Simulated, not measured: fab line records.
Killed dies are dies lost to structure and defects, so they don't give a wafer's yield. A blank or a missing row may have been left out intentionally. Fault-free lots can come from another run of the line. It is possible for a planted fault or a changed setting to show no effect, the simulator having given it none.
fab line records	flow n5Finfet
record: lots: 9	wafers: 26	lastDay: 17
route steps=1938 shown ZERO_LAYER@10 WELL_APT@46 PMOS_HMC_CHANNEL_EPI@57 BEOL_M4@1111
lots that met no fault: taken from a fault-free run of the same line
startH: hours from the record's opening day to when the first of the lot's shown wafers began	waitH: hours since the lot's step before	" unchanged from the row above	L1.1+2: a row that stands for several wafers	- either no value or no given start	* or withheld: withheld	< > ~ a bound
route shown NAME@n: NAME is a module with steps in the file, n the number in the route of the first one	usual: the fault-free wafers' mean and standard deviation	same: alike in all rows	chamber/n: place in a boat	sites: readings site by site	_std_site: standard deviation across them	_edge_site: inner sites' mean taken away from outer sites' mean	radiusMm: for every site, how far away it sits from the centre of the wafer	mask NAME#n: copy n	behind: the tool/chamber that last shaped the wafer	hold: cause of the lot's hold/its duration in hours/its outcome	device: which transistor (n, p or np) failed to switch	end of line: tests run on the same wafers once the route is complete	a step given without rows: its recipe and nothing more	killed: at the first sort, the dies lost to defects and structure; wafer yield is something else	map: the dies of a wafer, with x for killed, . for not killed, _ for no die there
set.NAME: setting as actually run; set.NAME@STEP: the setting as run at that earlier step	model.NAME: the simulator's own value behind a step, which no gauge read
steps of the route over a sample of lots; a table a step, a row a wafer
services: from which hour (startH, from the record's first day; less than 0 if before it) a tool's chamber was out of use, for how many hours, and why
== steps ==
step: N5_ZERO_LAYER_PEB_09
recipe: pebTempC: withheld	pebTimeS: *
usual: exhaustPa: 45.1/0.91
lot.wafer	tool	chamber	startH	waitH	exhaustPa
L826.1	lithoTrack-02	0	36.52	0.1	44.9
L826.2	"	0	"	"	44.9
L826.4	"	0	"	"	45.3
L831.2	lithoTrack-02	0	66.54	0.0	44.0
L831.3	"	0	"	"	44.7
L837.2	lithoTrack-03	0	102.54	0.0	44.7
L837.3	"	0	"	"	46.3
L837.5	"	0	"	"	45.7
L840.1	lithoTrack-03	0	120.65	0.1	45.1
L840.2	"	0	"	"	42.7
L840.5	"	0	"	"	44.9
L841.4	lithoTrack-02	0	126.72	0.0	45.3
L841.5	"	0	"	"	45.6
L841.6	"	0	"	"	46.3
L842.2	lithoTrack-02	0	132.71	0.0	47.6
L842.3	"	0	"	"	46.1
L842.4	"	0	"	"	46.3
L843.1	lithoTrack-02	0	138.52	0.1	44.3
L843.4	"	0	"	"	46.4
L843.5	"	0	"	"	44.4
L844.1	lithoTrack-02	0	144.53	0.1	45.4
L844.2	"	0	"	"	44.7
L844.6	"	0	"	"	44.6
L845.1	lithoTrack-03	0	150.71	0.1	43.9
L845.3	"	0	"	"	45.7
L845.5	"	0	"	"	43.4
step: N5_ZERO_LAYER_CD_MEAS_11
recipe: targetCdNm: 2000	landingEnergyEv: 500	detector: seInlens
usual: cdNm: 1999.7/1.9
lot.wafer	tool	chamber	startH	waitH	cdNm
L826.1	cdSem-02	0	36.64	-	1999.0
L826.2	"	0	"	"	1992.8
L826.4	"	0	"	"	1999.7
L831.2	cdSem-03	0	66.66	-	1992.5
L831.3	"	0	"	"	1992.3
L837.2	cdSem-01	0	102.66	-	1998.3
L837.3	"	0	"	"	1995.1
L837.5	"	0	"	"	1998.5
L840.1	cdSem-01	0	120.77	-	2002.2
L840.2	"	0	"	"	2004.2
L840.5	"	0	"	"	2001.3
L841.4	cdSem-03	0	126.84	-	2000.6
L841.5	"	0	"	"	1998.1
L841.6	"	0	"	"	1999.8
L842.2	cdSem-03	0	132.83	-	2003.1
L842.3	"	0	"	"	2002.0
L842.4	"	0	"	"	2001.8
L843.1	cdSem-03	0	138.64	-	1999.7
L843.4	"	0	"	"	2001.8
L843.5	"	0	"	"	1998.6
L844.1	cdSem-01	0	144.65	-	1999.6
L844.2	"	0	"	"	1999.7
L844.6	"	0	"	"	1999.2
L845.1	cdSem-01	0	150.83	-	1999.4
L845.3	"	0	"	"	1993.4
L845.5	"	0	"	"	1998.1
step: N5_WELL_APT_DESCUM_30
recipe: chemistry: O2	timeS: 7.9	sourcePowerW: 50	biasPowerW: 20	pressureMtorr: 20	rfFrequencyHz: 2.712e+07	tempC: 40	o2FlowSccm: 225
usual: drypumpMotorCurrentA: 5.5/0.49	oesProductAu: 0.79/0.067	rfVppV: 243.4/1.6	showerheadPlenumPTorr: 2.12/0.072	throttleValvePct: 20.49/0.22
lot.wafer	tool	chamber	startH	waitH	drypumpMotorCurrentA	oesProductAu	rfHoursCounterH	rfVppV	showerheadPlenumPTorr	throttleValvePct
L826.1	rieDiel-06	0	38.84	0.0	5.0	0.77	142	245.1	2.17	20.54
L826.2	"	1	"	"	5.3	0.86	55	244.5	2.15	20.49
L826.4	"	3	"	"	4.9	0.90	27	243.3	2.05	20.10
L831.2	rieDiel-03	0	69.20	0.0	6.2	0.72	185	244.9	2.18	20.66
L831.3	"	2	"	"	5.7	0.75	169	241.7	2.00	20.56
L837.2	rieDiel-06	2	104.82	0.0	5.2	0.83	85	241.4	2.04	20.57
L837.3	"	0	"	"	5.0	0.74	167	244.8	2.16	20.61
L837.5	"	2	"	"	5.2	0.83	-	241.6	2.04	20.56
L840.1	rieDiel-01	1	123.37	0.0	5.7	0.69	244	243.2	2.06	20.60
L840.2	"	2	"	"	5.1	0.79	91	245.3	2.20	20.66
L840.5	"	1	"	"	5.8	0.68	-	241.8	2.06	20.60
L841.4	rieDiel-01	2	129.42	0.0	5.1	0.80	93	245.3	2.20	20.69
L841.5	"	2	"	"	5.1	0.81	-	245.0	2.20	20.68
L841.6	"	1	"	"	5.7	0.68	-	241.0	2.06	20.61
L842.2	rieDiel-06	0	135.21	0.0	5.1	0.75	177	244.1	2.16	20.59
L842.3	"	2	"	"	5.2	0.82	95	240.9	2.04	20.58
L842.4	"	1	"	"	5.3	0.82	87	244.6	2.14	20.55
L843.1	rieDiel-06	3	141.03	0.0	4.9	0.84	66	241.6	2.04	20.15
L843.4	"	2	"	"	5.2	0.82	98	241.9	2.04	20.57
L843.5	"	2	"	"	5.2	0.82	-	241.1	2.04	20.58
L844.1	rieDiel-01	0	147.28	0.0	5.6	0.73	200	244.1	2.07	20.63
L844.2	"	2	"	"	5.1	0.80	97	244.2	2.20	20.67
L844.6	"	2	"	"	5.1	0.80	-	244.8	2.20	20.70
L845.1	rieDiel-01	2	153.07	0.0	5.1	0.79	100	243.6	2.20	20.69
L845.3	"	3	"	"	6.5	0.87	40	244.9	2.23	20.15
L845.5	"	2	"	"	5.1	0.79	-	246.1	2.20	20.67
step: N5_PMOS_HMC_CHANNEL_EPI_HM_DEP_34
recipe: material: SiO2	targetThkA: 360	tempC: 400	precursor: TEOS/O2	pressureTorr: 6.5	rfW: 900	teosFlowSccm: 161.4	gas: O2	flowSccm: 2650	timeS: 6.9
usual: heaterPowerW: 508/66	showerheadPlenumPTorr: 8.35/0.031	throttleValvePct: 18.6/0.71
lot.wafer	tool	chamber	startH	waitH	heaterPowerW	showerheadPlenumPTorr	throttleValvePct
L826.1	pecvd-03	0	40.56	0.0	440	8.29	19.1
L826.2	"	2	"	"	489	8.39	17.7
L826.4	"	2	"	"	498	8.36	17.8
L831.2	pecvd-03	1	70.88	0.0	563	8.37	18.6
L831.3	"	0	"	"	528	8.31	19.0
L837.2	pecvd-04	0	106.71	0.0	479	8.30	18.3
L837.3	"	2	"	"	448	8.35	20.1
L837.5	"	0	"	"	478	8.31	18.6
L840.1	pecvd-02	0	125.24	0.0	673	8.34	19.3
L840.2	"	2	"	"	489	8.33	16.9
L840.5	"	2	"	"	488	8.31	17.1
L841.4	pecvd-03	2	131.25	0.0	539	8.38	18.0
L841.5	"	0	"	"	536	8.32	19.0
L841.6	"	1	"	"	489	8.39	18.4
L842.2	pecvd-04	0	137.13	0.0	447	8.32	18.4
L842.3	"	2	"	"	417	8.33	19.8
L842.4	"	2	"	"	412	8.37	20.0
L843.1	pecvd-04	1	142.72	0.0	467	8.31	19.0
L843.4	"	2	"	"	472	8.34	19.8
L843.5	"	1	"	"	464	8.31	19.0
L844.1	pecvd-04	1	149.15	0.0	604	8.35	19.0
L844.2	"	0	"	"	400	8.34	18.3
L844.6	"	2	"	"	475	8.36	19.5
L845.1	pecvd-03	0	154.77	0.0	472	8.33	18.8
L845.3	"	2	"	"	530	8.37	18.2
L845.5	"	2	"	"	552	8.38	18.3
step: N5_PMOS_HMC_CHANNEL_EPI_INSPECT_30
recipe: inspectInstrument: darkfield	mode: postEpi
usual: rawDefectCount: 19/5.8
lot.wafer	tool	chamber	startH	waitH	rawDefectCount
L826.1	defectInspect-02	-	43.77	0.0	18
L826.2	"	-	"	"	27
L826.4	"	-	"	"	17
L831.2	defectInspect-02	-	74.96	0.0	16
L831.3	"	-	"	"	13
L837.2	defectInspect-02	-	110.21	0.0	21
L837.3	"	-	"	"	21
L837.5	"	-	"	"	22
L840.1	defectInspect-01	-	128.58	0.0	30
L840.2	"	-	"	"	25
L840.5	"	-	"	"	22
L841.4	defectInspect-01	-	134.87	0.0	15
L841.5	"	-	"	"	24
L841.6	"	-	"	"	21
L842.2	defectInspect-02	-	140.84	0.0	20
L842.3	"	-	"	"	16
L842.4	"	-	"	"	18
L843.1	defectInspect-02	-	147.06	0.0	14
L843.4	"	-	"	"	9
L843.5	"	-	"	"	23
L844.1	defectInspect-02	-	152.96	0.0	22
L844.2	"	-	"	"	27
L844.6	"	-	"	"	10
L845.1	defectInspect-01	-	158.21	0.0	21
L845.3	"	-	"	"	21
L845.5	"	-	"	"	31
step: N5_BEOL_M4_RC_MEAS_101
usual: DIBL_N: 36.3/1.7	DIBL_P: 36.5/1.8	IOFF_N: 0.16/0.033	IOFF_P: 0.21/0.037	ION_N: 675/11	ION_P: 462/7.9	SS_N: 71.6/0.64	SS_P: 73.3/0.68	VT_N: 249/3.3	VT_P: -250/3.3
lot.wafer	tool	chamber	startH	waitH	DIBL_N[mV/V]	DIBL_P[mV/V]	IOFF_N[nA/um]	IOFF_P[nA/um]	ION_N[uA/um]	ION_P[uA/um]	SS_N[mV/dec]	SS_P[mV/dec]	VT_N[mV]	VT_P[mV]
L826.1	prober-01	0	182.71	0.0	36.4	35.8	0.15	0.22	672	463	72.0	72.9	249	-248
L826.2	"	0	"	"	38.2	38.6	0.19	0.26	682	470	71.9	74.6	245	-246
L826.4	"	0	"	"	37.6	37.2	0.16	0.24	671	466	72.3	74.0	250	-245
L831.2	prober-02	0	223.93	0.3	36.1	37.7	0.14	0.21	653	460	70.6	73.9	253	-251
L831.3	"	0	"	"	36.9	38.2	0.15	0.20	662	450	71.1	73.8	251	-253
L837.2	prober-02	0	256.66	0.2	37.0	36.3	0.17	0.24	677	463	71.6	73.4	249	-248
L837.3	"	0	"	"	38.1	37.1	0.19	0.24	675	462	72.2	73.7	248	-246
L837.5	"	0	"	"	39.1	38.9	0.21	0.27	686	465	72.7	73.8	248	-248
L841.4	prober-01	0	267.91	0.5	37.3	36.6	0.16	0.23	678	472	71.4	72.5	254	-245
L841.5	"	0	"	"	36.3	35.8	0.15	0.22	662	460	71.4	73.4	253	-248
L841.6	"	0	"	"	37.3	36.4	0.17	0.23	667	464	71.9	73.5	249	-247
L840.1	prober-02	0	270.29	0.0	37.0	38.3	0.22	0.22	705	462	72.0	73.2	243	-251
L840.2	"	0	"	"	38.2	39.1	0.23	0.23	686	456	72.5	73.7	244	-248
L840.5	"	0	"	"	37.9	38.9	0.24	0.23	683	458	72.2	73.6	240	-250
L842.2	prober-02	0	288.09	0.2	33.4	33.1	0.13	0.17	682	465	71.4	72.7	251	-254
L842.3	"	0	"	"	35.3	34.8	0.16	0.19	677	462	71.3	73.6	247	-251
L842.4	"	0	"	"	34.3	33.9	0.14	0.18	672	459	71.9	73.2	250	-252
L843.1	prober-02	0	291.64	0.0	40.0	40.9	0.28	0.27	717	475	72.9	74.6	241	-250
L843.4	"	0	"	"	38.2	38.7	0.23	0.24	695	461	73.1	74.5	242	-249
L843.5	"	0	"	"	37.6	37.9	0.21	0.22	687	459	71.7	73.4	245	-251
L845.1	prober-01	0	298.10	0.0	33.2	33.6	0.12	0.16	669	452	71.2	72.4	252	-256
L845.3	"	0	"	"	36.3	37.7	0.18	0.21	678	461	71.9	74.4	248	-250
L845.5	"	0	"	"	36.8	38.6	0.19	0.22	677	458	72.1	74.3	246	-253
L844.1	prober-02	0	298.18	0.0	36.2	35.1	0.14	0.17	662	447	71.2	73.8	253	-251
L844.2	"	0	"	"	37.3	36.3	0.16	0.18	677	458	72.1	73.9	249	-254
L844.6	"	0	"	"	37.5	37.0	0.16	0.20	673	458	71.5	74.2	247	-253
== services ==
tool	chamber	startH	hours	kind
rieDiel-01	3	13.14	-	clean
rieDiel-01	3	13.14	-	consumableReplace:focusRing
rieDiel-01	3	13.14	-	consumableReplace:showerhead
rieDiel-01	3	13.14	15.8	scheduledDown
rieDiel-01	3	13.14	15.8	ventCycle
pecvd-02	2	21.12	-	clean
pecvd-02	2	21.12	-	consumableReplace:showerhead
lithoTrack-02	-	40.70	-	consumableReplace:filter
pecvd-03	1	50.47	2.1	scheduledDown
rieDiel-06	-	54.77	0.3	repair
rieDiel-03	2	54.77	2.2	repair
pecvd-03	-	62.01	2.6	repair
rieDiel-01	3	68.92	12.7	repair
pecvd-04	0	69.27	4.5	repair
lithoTrack-03	-	81.48	-	consumableReplace:filter
rieDiel-06	-	89.79	0.7	repair
pecvd-02	-	136.08	14.6	pm
rieDiel-03	2	140.46	3.9	repair
pecvd-03	-	141.25	0.5	repair
rieDiel-01	1	146.78	-	clean
rieDiel-01	1	146.78	-	consumableReplace:focusRing
rieDiel-01	1	146.78	13.0	scheduledDown
rieDiel-01	1	146.78	13.0	ventCycle
pecvd-02	0	153.68	4.6	repair
== key ==
firstSign: step: N5_ZERO_LAYER_CD_MEAS_11	reading: cdNm	direction: down	sigmas: 3.7	usual: 1999.7	struck: 1992.5
effect none on later readings
metAt N5_ZERO_LAYER_PEB_09
struckLots L826,L831
struckWafers L826.2,L831.2,L831.3
notActingAt N5_WELL_APT_DESCUM_30,N5_PMOS_HMC_CHANNEL_EPI_HM_DEP_34,N5_PMOS_HMC_CHANNEL_EPI_INSPECT_30
fault: kind: processParameterDrift	tool: lithoTrack-02	chamber: -	onsetH: 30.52	steps: N5_ZERO_LAYER_PEB_09	channel: pebTimeS	offset: *	shape: step	endH: 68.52	scope: struckWafersOnly	actsIn: *	stated: *
